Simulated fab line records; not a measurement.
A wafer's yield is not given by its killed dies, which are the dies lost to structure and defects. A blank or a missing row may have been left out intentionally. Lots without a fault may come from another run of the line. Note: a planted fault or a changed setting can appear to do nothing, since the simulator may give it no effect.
Matching of chambers    flow nand-harc    4 sister chambers for NHARC_A_CHANNEL_FILL_D1_ALD_02 on ald-hk-01
The step deposits SiO2, target thk 6 nm, pulse time 10 s, ald cycles 60. 18 wafers are shown with their chamber, then 9 later ones without.

== WAFERS, EACH WITH ITS CHAMBER ==
wafer   chamber  heater-power-w (W)  precursor-pulse-height-rel
L076.2  0        439                 1.021
L076.5  1        453                 0.978
L076.6  2        484                 1.031
L077.3  3        487                 1.000
L077.5  1        438                 1.012
L077.6  0        439                 1.005
L079.2  3        483                 1.016
L079.3  2        475                 1.018
L079.6  3        486                 1.000
L081.1  0        461                 1.006
L081.2  3        497                 0.977
L081.6  1        439                 0.982
L087.2  1        411                 1.012
L087.3  3        485                 1.016
L087.5  3        481                 1.023
L090.1  3        484                 1.004
L090.3  2        510                 0.996
L090.5  0        449                 1.012

SIGNATURES, as means of the wafers listed above
reading                     chamber 0  chamber 1  chamber 2  chamber 3  scatter within a chamber
heater-power-w              447.00     435.25     489.67     486.14     12.2
precursor-pulse-height-rel  1.01100    0.99600    1.01500    1.00514    0.0152
Rule: for each reading, subtract the chamber's mean from the wafer's reading, divide by that reading's scatter and square the result; add these up over the readings and take the root, which gives the wafer's distance from the chamber. If the next closest chamber is less than 2 further off than the closest, the wafer can't be placed; otherwise it belongs to the closest. How the scatter is found: for the shown wafers, subtract from each reading the mean of its chamber, square and add these, divide the total by (wafers less chambers), then take the root.

== WAFERS WHOSE CHAMBER IS MISSING ==
wafer   heater-power-w (W)  precursor-pulse-height-rel
L094.1  415                 1.005
L094.3  470                 1.010
L094.5  498                 0.994
L096.1  498                 0.999
L096.2  501                 1.036
L096.3  422                 1.009
L097.2  439                 1.044
L097.3  496                 0.999
L097.5  477                 1.027

== EACH ONE'S CHAMBER ==
wafer   from the rows above                in truth
L094.1  can't be placed: 1 or 0            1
L094.3  can't be placed: 3 or 2 or 0 or 1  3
L094.5  can't be placed: 3 or 2            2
L096.1  can't be placed: 3 or 2            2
L096.2  can't be placed: 2 or 3            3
L096.3  can't be placed: 1 or 0            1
L097.2  can't be placed: 0 or 1            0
L097.3  can't be placed: 3 or 2            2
L097.5  can't be placed: 2 or 3 or 0       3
Correct placement for 0 of the 9. These rows do not allow placing 9 (true chamber among the candidates in 9). Placed wrongly: 0.
